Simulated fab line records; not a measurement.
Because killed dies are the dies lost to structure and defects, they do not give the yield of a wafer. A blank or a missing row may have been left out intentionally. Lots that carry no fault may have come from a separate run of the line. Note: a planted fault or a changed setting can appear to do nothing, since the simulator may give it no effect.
fab line records ; flow n5-finfet
record: lots: 10; wafers: 30; last-day: 19
route steps=1938 shown ZERO_LAYER@14 WELL_APT@43 PMOS_HMC_CHANNEL_EPI@58 BEOL_M4@1111 PASSIVATION@1936
lots untouched by any fault: they come from a run of this same line in which no faults occurred
start-h: start of the lot's first displayed wafer, in hours after the record's first day ; wait-h: hours elapsed since this lot's preceding step ; " repeats the value in the row above ; L1.1+2: several wafers, shown together as one row ; - no value present, or no start provided ; * or withheld: withheld ; < > ~ a bound
route shown NAME@n: names a module that has steps shown in the file, with the first one's number in the route ; usual: mean/standard deviation taken from wafers without a fault ; same: alike in all rows ; chamber/n: place in a boat ; sites: per-site readings ; _std_site: their standard deviation ; _edge_site: outer sites' mean less inner sites' ; radius-mm: how far each site lies from the wafer's centre ; mask NAME#n: copy n ; behind: the most recent tool/chamber to have shaped the wafer ; hold: why the lot went on hold/how many hours it stayed there/how the hold came to an end ; device: whichever transistor did not switch (one of n, p or np) ; end of line: the tests these same wafers got at the end of their route ; where a step has no rows: the recipe by itself ; killed: not the wafer's yield, but the dies lost to structure and defects at the first sort ; map: shows each die of a wafer: x if killed, . if not, _ if none is there
set.NAME: setting as actually run; set.NAME@STEP: the setting as run at that earlier step ; model.NAME: the simulator's own value behind a step, which no gauge read
one table for each step of the route and one row for each wafer, over a sample of lots
services: the hour from which a tool's chamber was out of use, counted from the record's first day as start-h (under 0 if before that day), plus the number of hours and why
== steps ==
step: N5_ZERO_LAYER_DESCUM_16
recipe: chemistry: O2; time-s: 7.9; source-power-w: 50; bias-power-w: 20; pressure-mtorr: 20; rf-frequency-hz: 2.712e+07; temp-c: 40; o2-flow-sccm: 225
usual: drypump-motor-current-A: 5.4/0.32; oes-product-au: 0.77/0.084; rf-vpp-V: 243.3/1.2; showerhead-plenum-p-Torr: 2.10/0.06; throttle-valve-pct: 20.47/0.26
same: time-s: 7.9
lot.wafer;tool;chamber;start-h;wait-h;drypump-motor-current-A;oes-product-au;rf-hours-counter-h;rf-vpp-V;showerhead-plenum-p-Torr;throttle-valve-pct
L499.1;rie-diel-04;1;42.80;0.0;5.6;0.71;207;243.7;2.16;20.80
L499.3;rie-diel-04;3;42.80;0.0;5.2;0.70;223;243.2;2.07;20.51
L499.4;rie-diel-04;3;42.80;0.0;5.2;0.70;-;242.3;2.07;20.53
L501.1;rie-diel-06;0;54.96;0.2;5.5;0.76;147;242.5;2.01;20.84
L501.4;rie-diel-06;2;54.96;0.2;5.3;0.93;-;244.5;2.15;20.09
L501.5;rie-diel-06;0;54.96;0.2;5.5;0.76;-;242.2;2.01;20.84
L505.2;rie-diel-06;3;78.80;0.0;4.9;0.75;154;242.9;2.06;20.31
L505.4;rie-diel-06;0;78.80;0.0;5.5;0.76;153;240.5;2.01;20.85
L505.5;rie-diel-06;2;78.80;0.0;5.3;0.91;-;242.8;2.15;20.11
L506.1;rie-diel-04;2;85.02;0.0;5.6;0.78;114;242.2;2.00;20.23
L506.2;rie-diel-04;3;85.02;0.0;5.1;0.68;235;244.1;2.07;20.52
L506.3;rie-diel-04;0;85.02;0.0;5.3;0.72;200;243.5;2.16;20.84
L507.1;rie-diel-01;0;90.70;0.0;6.4;0.68;244;241.9;2.06;20.37
L507.4;rie-diel-01;3;90.70;0.0;5.3;0.89;63;241.7;2.10;20.21
L507.5;rie-diel-01;2;90.70;0.0;5.1;0.91;-;243.1;2.11;20.27
L510.2;rie-diel-01;0;108.80;0.0;6.3;0.67;251;243.8;2.06;20.37
L510.3;rie-diel-01;2;108.80;0.0;5.1;0.90;45;242.4;2.11;20.27
L510.6;rie-diel-01;0;108.80;0.0;6.3;0.68;-;241.9;2.06;20.38
L511.4;rie-diel-04;1;114.68;0.0;5.6;0.69;225;243.3;2.16;20.84
L511.5;rie-diel-04;3;114.68;0.0;5.2;0.68;-;242.4;2.06;20.54
L511.6;rie-diel-04;2;114.68;0.0;5.6;0.76;-;242.3;2.00;20.22
L512.1;rie-diel-01;2;121.07;0.4;5.1;0.89;49;243.8;2.11;20.27
L512.3;rie-diel-01;0;121.07;0.4;6.4;0.67;256;242.0;2.06;20.39
L512.6;rie-diel-01;1;121.07;0.4;5.8;0.78;-;247.0;2.19;20.49
L513.2;rie-diel-04;3;126.80;0.0;5.1;0.67;248;243.7;2.06;20.54
L513.4;rie-diel-04;0;126.80;0.0;5.3;0.70;213;244.5;2.15;20.85
L513.6;rie-diel-04;2;126.80;0.0;5.6;0.76;-;243.4;2.00;20.24
L516.2;rie-diel-01;2;144.80;0.0;5.1;0.87;56;244.1;2.10;20.29
L516.5;rie-diel-01;2;144.80;0.0;5.1;0.87;-;243.3;2.10;20.30
L516.6;rie-diel-01;1;144.80;0.0;5.8;0.77;-;245.9;2.19;20.52
step: N5_WELL_APT_CD_MEAS_25
recipe: target-cd-nm: 200; landing-energy-ev: 500; detector: se-inlens
usual: cd-nm: 200.0/2.9
lot.wafer;tool;chamber;start-h;wait-h;cd-nm
L499.1;cd-sem-01;0;45.14;-;200.0
L499.3;cd-sem-01;0;45.14;-;197.2
L499.4;cd-sem-01;0;45.14;-;198.8
L501.1;cd-sem-02;0;57.10;-;199.4
L501.4;cd-sem-02;0;57.10;-;201.9
L501.5;cd-sem-02;0;57.10;-;203.3
L505.2;cd-sem-03;0;80.81;-;198.3
L505.4;cd-sem-03;0;80.81;-;198.5
L505.5;cd-sem-03;0;80.81;-;195.4
L506.1;cd-sem-03;0;87.05;-;203.3
L506.2;cd-sem-03;0;87.05;-;199.5
L506.3;cd-sem-03;0;87.05;-;202.7
L507.1;cd-sem-01;0;93.20;-;199.2
L507.4;cd-sem-01;0;93.20;-;196.7
L507.5;cd-sem-01;0;93.20;-;198.7
L510.2;cd-sem-02;0;111.05;-;198.1
L510.3;cd-sem-02;0;111.05;-;198.0
L510.6;cd-sem-02;0;111.05;-;194.4
L511.4;cd-sem-01;0;117.30;-;200.2
L511.5;cd-sem-01;0;117.30;-;199.5
L511.6;cd-sem-01;0;117.30;-;201.7
L512.1;cd-sem-03;0;123.65;-;199.6
L512.3;cd-sem-03;0;123.65;-;199.6
L512.6;cd-sem-03;0;123.65;-;196.7
L513.2;cd-sem-01;0;128.94;-;205.5
L513.4;cd-sem-01;0;128.94;-;202.1
L513.6;cd-sem-01;0;128.94;-;203.2
L516.2;cd-sem-02;0;147.08;-;204.8
L516.5;cd-sem-02;0;147.08;-;200.8
L516.6;cd-sem-02;0;147.08;-;202.8
step: N5_PMOS_HMC_CHANNEL_EPI_COAT_31
recipe: resist: BARC; temp-c: 205; time-s: 60; spin-rpm: 1500; resist-thk-nm: 66
usual: spin-speed-rpm: 1500.1/1
same: time-s: 60
lot.wafer;tool;chamber;start-h;wait-h;spin-speed-rpm
L499.1;litho-track-05;0;47.80;0.1;1499.9
L499.3;litho-track-05;0;47.80;0.1;1500.1
L499.4;litho-track-05;0;47.80;0.1;1499.2
L501.1;litho-track-05;0;59.19;0.1;1500.9
L501.4;litho-track-05;0;59.19;0.1;1501.1
L501.5;litho-track-05;0;59.19;0.1;1500.3
L505.2;litho-track-02;0;82.63;0.0;1501.4
L505.4;litho-track-02;0;82.63;0.0;1499.7
L505.5;litho-track-02;0;82.63;0.0;1502.8
L506.1;litho-track-04;0;88.88;0.1;1501.6
L506.2;litho-track-04;0;88.88;0.1;1500.5
L506.3;litho-track-04;0;88.88;0.1;1500.7
L507.1;litho-track-02;0;95.01;0.0;1499.6
L507.4;litho-track-02;0;95.01;0.0;1500.1
L507.5;litho-track-02;0;95.01;0.0;1501.9
L510.2;litho-track-05;0;113.04;0.0;1501.4
L510.3;litho-track-05;0;113.04;0.0;1500.2
L510.6;litho-track-05;0;113.04;0.0;1499.3
L511.4;litho-track-02;0;119.11;0.0;1534.5
L511.5;litho-track-02;0;119.11;0.0;1536.4
L511.6;litho-track-02;0;119.11;0.0;1536.8
L512.1;litho-track-02;0;125.61;0.0;1536.2
L512.3;litho-track-02;0;125.61;0.0;1535.7
L512.6;litho-track-02;0;125.61;0.0;1537.0
L513.2;litho-track-02;0;131.45;0.0;1536.3
L513.4;litho-track-02;0;131.45;0.0;1536.2
L513.6;litho-track-02;0;131.45;0.0;1534.2
L516.2;litho-track-04;0;149.41;0.0;1500.1
L516.5;litho-track-04;0;149.41;0.0;1500.6
L516.6;litho-track-04;0;149.41;0.0;1501.5
step: N5_PMOS_HMC_CHANNEL_EPI_STRIP_33
recipe: chemistry: N2/H2; power-w: 500; temp-c: 40; pressure-mtorr: 50; rf-frequency-hz: 6e+07; overash-fraction: 0.3; bias-power-w: 8; h2-frac: 0.5; n2-flow-sccm: 300; h2-flow-sccm: 300
usual: drypump-motor-current-A: 5.5/0.38; h2-flow-sccm: 300.1/0.95; oes-product-au: 0.78/0.084; power-w: 499.7/1.4; rf-vpp-V: 54.4/1.5; showerhead-plenum-p-Torr: 3.38/0.095; throttle-valve-pct: 19.1/0.44
lot.wafer;tool;chamber;start-h;wait-h;drypump-motor-current-A;h2-flow-sccm;oes-product-au;power-w;rf-hours-counter-h;rf-vpp-V;showerhead-plenum-p-Torr;throttle-valve-pct
L499.1;rie-diel-01;2;48.51;0.0;5.1;300.9;0.93;500.6;27;55.5;3.42;19.5
L499.3;rie-diel-01;0;48.51;0.0;6.4;300.7;0.69;500.0;233;53.8;3.27;18.5
L499.4;rie-diel-01;1;48.51;0.0;5.7;299.7;0.81;500.4;110;56.6;3.52;19.2
L501.1;rie-diel-01;0;59.63;0.0;6.4;299.6;0.69;497.2;236;53.5;3.27;18.5
L501.4;rie-diel-01;2;59.63;0.0;5.1;300.3;0.93;500.3;30;53.2;3.42;19.4
L501.5;rie-diel-01;3;59.63;0.0;5.3;299.9;0.89;501.6;-;55.8;3.42;19.3
L505.2;rie-diel-01;3;83.19;0.0;5.3;300.8;0.88;498.4;61;53.4;3.42;19.3
L505.4;rie-diel-01;0;83.19;0.0;6.4;299.6;0.67;498.1;243;55.3;3.27;18.6
L505.5;rie-diel-01;1;83.19;0.0;5.7;299.6;0.79;499.1;-;54.9;3.51;19.2
L506.1;rie-diel-01;0;89.33;0.0;6.4;302.3;0.68;500.0;244;55.9;3.27;18.5
L506.2;rie-diel-01;2;89.33;0.0;5.1;299.4;0.91;498.2;39;55.6;3.42;19.5
L506.3;rie-diel-01;3;89.33;0.0;5.3;301.0;0.87;501.1;63;55.3;3.42;19.3
L507.1;rie-diel-06;2;95.49;0.0;5.3;300.8;0.90;497.8;27;53.0;3.42;18.4
L507.4;rie-diel-06;3;95.49;0.0;4.9;299.6;0.75;500.5;156;53.0;3.35;18.7
L507.5;rie-diel-06;2;95.49;0.0;5.3;300.9;0.89;499.5;-;53.5;3.42;18.4
L510.2;rie-diel-06;3;113.61;0.0;4.9;300.4;0.74;502.3;161;54.8;3.34;18.8
L510.3;rie-diel-06;0;113.61;0.0;5.5;298.1;0.75;501.0;160;51.9;3.22;19.8
L510.6;rie-diel-06;1;113.61;0.0;5.7;302.8;0.72;500.8;-;50.8;3.29;18.6
L511.4;rie-diel-04;1;119.68;0.0;5.6;300.4;0.71;499.9;225;52.0;3.44;18.9
L511.5;rie-diel-04;3;119.68;0.0;5.2;301.6;0.68;500.0;-;54.6;3.33;19.5
L511.6;rie-diel-04;2;119.68;0.0;5.6;298.8;0.76;502.0;-;51.3;3.23;19.1
L512.1;rie-diel-04;1;126.06;0.0;5.7;300.5;0.71;497.6;228;52.2;3.43;18.9
L512.3;rie-diel-04;2;126.06;0.0;5.6;299.8;0.77;501.3;127;56.5;3.23;19.1
L512.6;rie-diel-04;1;126.06;0.0;5.6;300.3;0.71;498.8;-;53.8;3.43;18.9
L513.2;rie-diel-06;0;132.02;0.0;5.5;300.0;0.76;498.8;167;54.6;3.22;19.8
L513.4;rie-diel-06;1;132.02;0.0;5.7;300.8;0.72;500.3;222;53.4;3.29;18.6
L513.6;rie-diel-06;2;132.02;0.0;5.4;300.3;0.86;499.3;-;53.3;3.41;18.4
L516.2;rie-diel-04;2;150.28;0.0;5.6;300.1;0.77;499.3;133;51.5;3.22;19.1
L516.5;rie-diel-04;0;150.28;0.0;5.3;298.3;0.69;498.6;-;53.4;3.48;19.7
L516.6;rie-diel-04;1;150.28;0.0;5.6;298.8;0.70;498.2;-;56.7;3.43;18.9
step: N5_BEOL_M4_RC_MEAS_101
usual: DIBL_N: 36.1/2.5; DIBL_P: 36/3.3; IOFF_N: 0.16/0.046; IOFF_P: 0.20/0.051; ION_N: 676/16; ION_P: 462/11; SS_N: 71.6/0.87; SS_P: 73.2/0.86; VT_N: 251/4.4; VT_P: -252/4.6
lot.wafer;tool;chamber;start-h;wait-h;DIBL_N[mV/V];DIBL_P[mV/V];IOFF_N[nA/um];IOFF_P[nA/um];ION_N[uA/um];ION_P[uA/um];SS_N[mV/dec];SS_P[mV/dec];VT_N[mV];VT_P[mV]
L499.1;prober-01;0;227.85;0.0;30.8;30;0.09;0.15;661;461;69.9;72.2;257;-253
L499.3;prober-01;0;227.85;0.0;40.7;41;0.24;0.31;677;462;73.5;75.1;246;-247
L499.4;prober-01;0;227.85;0.0;33.8;34;0.12;0.19;672;464;71.3;72.9;254;-251
L501.1;prober-01;0;235.91;0.0;33.5;33;0.12;0.16;688;473;70.3;72.1;253;-253
L501.4;prober-01;0;235.91;0.0;36.6;37;0.17;0.22;677;462;72.3;73.1;247;-251
L501.5;prober-01;0;235.91;0.0;35.9;36;0.15;0.19;699;472;71.2;72.9;251;-251
L505.2;prober-02;0;270.40;0.2;39.0;35;0.18;0.17;661;443;73.2;73.4;254;-253
L505.4;prober-02;0;270.40;0.2;34.0;30;0.10;0.12;657;450;70.7;72.7;258;-259
L505.5;prober-02;0;270.40;0.2;33.2;29;0.10;0.11;666;447;70.3;71.5;260;-262
L506.1;prober-01;0;270.83;0.1;35.4;35;0.18;0.18;668;453;72.7;72.9;246;-251
L506.2;prober-01;0;270.83;0.1;34.7;36;0.17;0.21;690;474;71.2;73.4;245;-249
L506.3;prober-01;0;270.83;0.1;36.0;37;0.18;0.22;692;468;71.7;73.0;246;-250
L507.1;prober-01;0;275.79;0.0;37.9;39;0.20;0.21;692;461;72.2;73.8;244;-251
L507.4;prober-01;0;275.79;0.0;32.9;34;0.12;0.15;668;452;70.1;73.0;252;-255
L507.5;prober-01;0;275.79;0.0;34.2;35;0.15;0.17;681;455;70.8;72.6;246;-253
L510.2;prober-02;0;299.58;0.2;33.7;31;0.11;0.13;662;456;71.3;72.1;256;-256
L510.3;prober-02;0;299.58;0.2;31.6;31;0.10;0.13;674;461;70.2;72.6;253;-254
L510.6;prober-02;0;299.58;0.2;34.4;32;0.14;0.15;685;461;71.9;72.2;252;-253
L511.4;prober-01;0;307.45;0.5;35.8;34;0.13;0.16;680;465;71.4;72.1;253;-253
L511.5;prober-01;0;307.45;0.5;36.5;36;0.13;0.18;673;463;71.2;73.1;254;-251
L511.6;prober-01;0;307.45;0.5;39.0;38;0.18;0.20;680;457;72.0;73.3;252;-252
L512.1;prober-02;0;308.63;0.0;33.8;32;0.11;0.16;661;460;70.5;72.4;252;-251
L512.3;prober-02;0;308.63;0.0;32.8;30;0.10;0.13;663;457;70.5;72.3;254;-259
L512.6;prober-02;0;308.63;0.0;33.2;29;0.10;0.12;655;446;71.1;71.8;255;-258
L513.2;prober-01;0;313.35;0.2;35.2;35;0.13;0.20;672;473;71.3;72.6;253;-252
L513.4;prober-01;0;313.35;0.2;33.2;31;0.10;0.14;647;452;71.0;72.2;258;-257
L513.6;prober-01;0;313.35;0.2;34.9;33;0.13;0.18;664;461;71.7;72.7;255;-252
L516.2;prober-01;0;338.74;0.2;40.5;40;0.22;0.27;656;451;73.0;73.8;252;-249
L516.5;prober-01;0;338.74;0.2;39.1;40;0.21;0.30;690;481;72.1;74.3;248;-245
L516.6;prober-01;0;338.74;0.2;35.2;34;0.11;0.19;630;447;70.9;72.7;256;-251
step: N5_PASSIVATION_PROBE_49
usual: defect-limited-yield: 91.0/1.4; killed_at_M0_to_M3: 34/10; killed_at_M4_up: 15/5.5; killed-at-contacts: 12/6.1; killed-at-front-end: 41/12; killed-at-other: 4/3.4; killed-dies: 106/17; killed-open: 70/13; killed-short: 34/7.4; sort_bin_4_leakage: 0.01/0.065; sort_bin_5_function: 5.3/1; sort_bin_6_memory: 3.4/0.69; sort_bin_8_speed: 0.03/0.22; sort-n-pass: 1073/17; sort-yield-pct: 91.0/1.4
same: gross-dies: 1180; killed-at-back-side: 0
lot.wafer;tool;chamber;start-h;wait-h;defect-limited-yield[%];killed_at_M0_to_M3;killed_at_M4_up;killed-at-contacts;killed-at-front-end;killed-at-other;killed-dies;killed-open;killed-short;sort_bin_4_leakage[%];sort_bin_5_function[%];sort_bin_6_memory[%];sort_bin_8_speed[%];sort-n-pass;sort-yield-pct[%]
L501.1;prober-02;-;346.82;0.0;91.5;20;18;12;46;4;100;57;42;0;5.2;3.0;0;1080;91.5
L501.4;prober-02;-;346.97;0.2;90.1;36;5;16;49;11;117;71;43;0;6.0;3.3;0;1063;90.1
L501.5;prober-02;-;347.02;0.2;89.8;39;17;25;37;2;120;87;31;0;5.6;4.2;0;1060;89.8
L507.1;prober-02;-;384.51;0.0;93.1;37;9;4;31;1;82;49;33;0;3.3;3.5;0;1098;93.1
L507.4;prober-02;-;384.66;0.2;92.3;34;7;2;48;0;91;62;25;0;4.4;3.2;0;1089;92.3
L507.5;prober-02;-;384.71;0.2;90.1;56;12;2;45;2;117;76;34;0;5.6;4.1;0;1063;90.1
L506.1;prober-01;-;390.56;0.0;92.1;25;13;14;39;2;93;52;39;0;4.7;2.8;0;1087;92.1
L506.2;prober-01;-;390.61;0.1;90.5;29;25;18;34;6;112;69;42;0;6.6;2.5;0;1068;90.5
L506.3;prober-01;-;390.66;0.1;91.5;35;12;14;39;0;100;65;33;0;4.8;3.3;0;1080;91.5
L510.2;prober-01;-;409.50;0.1;89.2;26;18;34;46;4;128;74;50;0;5.3;4.7;0;1052;89.2
L510.3;prober-01;-;409.55;0.1;90.6;35;16;19;32;9;111;78;32;0;6.3;3.1;0;1069;90.6
L510.6;prober-01;-;409.70;0.3;91.5;29;23;14;23;11;100;61;33;0;4.7;3.2;0;1080;91.5
killed by level:class
L501.1 GATE_CUT:geometric-particle:short=10 MOL_CONTACT_COAG:geometric-particle:open=10 STI_FIN_REVEAL:geometric-particle:open=8 BEOL_M0_SAQP:geometric-particle:short=8 FIN_SAQP:geometric-particle:open=6 BEOL_M4:geometric-particle:open=6 FIN_SAQP:geometric-particle:short=5 BEOL_M3:geometric-particle:open=4
L501.4 MOL_CONTACT_COAG:geometric-particle:open=13 BEOL_M0_SAQP:geometric-particle:short=10 STI_FIN_REVEAL:geometric-particle:open=9 GATE_CUT:geometric-particle:short=7 PASS1_CAP:geometric-particle:open=7 BEOL_M3:geometric-particle:open=7 DUMMY_GATE:geometric-particle:open=6 GATE_CUT:geometric-particle:open=6
L501.5 MOL_CONTACT_COAG:geometric-particle:open=23 BEOL_M0_SAQP:geometric-particle:open=10 BEOL_M3:geometric-particle:open=10 BEOL_M0_SAQP:geometric-particle:short=8 DUMMY_GATE:geometric-particle:open=7 STI_FIN_REVEAL:geometric-particle:open=6 BEOL_M4:geometric-particle:open=6 FIN_SAQP:geometric-particle:open=5
L507.1 BEOL_M0_SAQP:geometric-particle:short=9 BEOL_M3:geometric-particle:open=9 STI_FIN_REVEAL:geometric-particle:open=6 BEOL_M0_SAQP:geometric-particle:open=5 GATE_CUT:geometric-particle:short=4 BEOL_M0:geometric-particle:open=4 FIN_SAQP:geometric-particle:short=3 FIN_SAQP:geometric-particle:open=3
L507.4 STI_FIN_REVEAL:geometric-particle:open=14 BEOL_M2:geometric-particle:open=9 FIN_SAQP:geometric-particle:open=7 DUMMY_GATE:geometric-particle:open=6 BEOL_M0_SAQP:geometric-particle:short=6 BEOL_M0_SAQP:geometric-particle:open=5 BEOL_M3:geometric-particle:open=5 DUMMY_GATE:geometric-particle:short=4
L507.5 BEOL_M0_SAQP:geometric-particle:open=14 BEOL_M0_SAQP:geometric-particle:short=12 FIN_SAQP:geometric-particle:open=11 STI_FIN_REVEAL:geometric-particle:open=10 BEOL_M2:geometric-particle:open=8 BEOL_M3:geometric-particle:open=7 STI_FIN_REVEAL:geometric-particle:short=5 DUMMY_GATE:geometric-particle:open=5
L506.1 FIN_SAQP:geometric-particle:short=13 MOL_CONTACT_COAG:geometric-particle:open=11 BEOL_M0_SAQP:geometric-particle:short=7 BEOL_M3:geometric-particle:open=7 BEOL_M4:geometric-particle:open=7 FIN_SAQP:geometric-particle:open=5 STI_FIN_REVEAL:geometric-particle:open=5 BEOL_M0_SAQP:geometric-particle:open=5
L506.2 MOL_CONTACT_COAG:geometric-particle:open=12 BEOL_M4:geometric-particle:open=11 BEOL_M3:geometric-particle:open=10 FIN_SAQP:geometric-particle:open=7 FIN_SAQP:geometric-particle:short=6 MOL_CONTACT_COAG:geometric-particle:short=6 GATE_CUT:geometric-particle:short=5 BEOL_M2:geometric-particle:open=5
L506.3 FIN_SAQP:geometric-particle:open=14 MOL_CONTACT_COAG:geometric-particle:open=10 BEOL_M2:geometric-particle:short=9 FIN_SAQP:geometric-particle:short=8 BEOL_M1:geometric-particle:open=8 BEOL_M0_SAQP:geometric-particle:open=5 DUMMY_GATE:geometric-particle:open=4 MOL_CONTACT_COAG:geometric-particle:short=4
L510.2 MOL_CONTACT_COAG:geometric-particle:open=28 BEOL_M0_SAQP:geometric-particle:short=15 STI_FIN_REVEAL:geometric-particle:open=13 BEOL_M4:geometric-particle:open=8 MOL_CONTACT_COAG:geometric-particle:short=6 GATE_CUT:geometric-particle:short=6 STARTING-WAFER:geometric-particle:short=6 BEOL_M0_SAQP:geometric-particle:open=5
L510.3 MOL_CONTACT_COAG:geometric-particle:open=15 BEOL_M2:geometric-particle:open=14 BEOL_M4:geometric-particle:open=8 BEOL_M0_SAQP:geometric-particle:short=7 STI_FIN_REVEAL:geometric-particle:open=6 FIN_SAQP:geometric-particle:open=5 FIN_CUT:geometric-particle:open=4 MOL_CONTACT_COAG:geometric-particle:short=4
L510.6 BEOL_M4:geometric-particle:open=12 MOL_CONTACT_COAG:geometric-particle:open=10 BEOL_M0_SAQP:geometric-particle:open=10 BEOL_M3:geometric-particle:open=6 STI_FIN_REVEAL:geometric-particle:open=5 MOL_CONTACT_COAG:geometric-particle:short=4 BEOL_M0_SAQP:geometric-particle:short=4 BEOL_M2:geometric-particle:short=4
== services ==
tool;chamber;start-h;hours;kind
rie-diel-06;0;21.96;4.4;repair
rie-diel-06;3;30.06;11.4;repair
rie-diel-04;2;37.64;11.9;repair
rie-diel-04;0;50.91;2.4;repair
rie-diel-06;1;53.48;4.6;repair
rie-diel-01;3;104.50;11.1;repair
rie-diel-04;1;105.80;7.0;repair
rie-diel-06;-;111.06;0.4;repair
litho-track-02;-;114.76;-;consumable-replace:filter
rie-diel-04;3;133.98;-;clean
rie-diel-04;3;133.98;-;consumable-replace:focus-ring
rie-diel-04;3;133.98;22.4;scheduled-down
rie-diel-04;3;133.98;22.4;vent-cycle
rie-diel-01;0;136.49;4.9;repair
rie-diel-01;0;141.71;-;clean
rie-diel-01;0;141.71;-;consumable-replace:focus-ring
rie-diel-01;0;141.71;21.7;scheduled-down
rie-diel-01;0;141.71;21.7;vent-cycle
== key ==
first-sign: step: N5_PMOS_HMC_CHANNEL_EPI_COAT_31; reading: spin-speed-rpm; direction: up; sigmas: 34; usual: *; struck: *
effect none on later readings
met-at N5_PMOS_HMC_CHANNEL_EPI_COAT_31
struck-lots L511,L512,L513
not-acting-at N5_ZERO_LAYER_DESCUM_16,N5_WELL_APT_CD_MEAS_25,N5_PMOS_HMC_CHANNEL_EPI_STRIP_33
onset-between 95.01 119.11
fault: kind: process-parameter-drift; tool: litho-track-02; chamber: -; onset-h: 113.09; steps: N5_PMOS_HMC_CHANNEL_EPI_COAT_31; channel: spin-rpm; offset: *; shape: step; end-h: 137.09; acts-in: *; stated: *
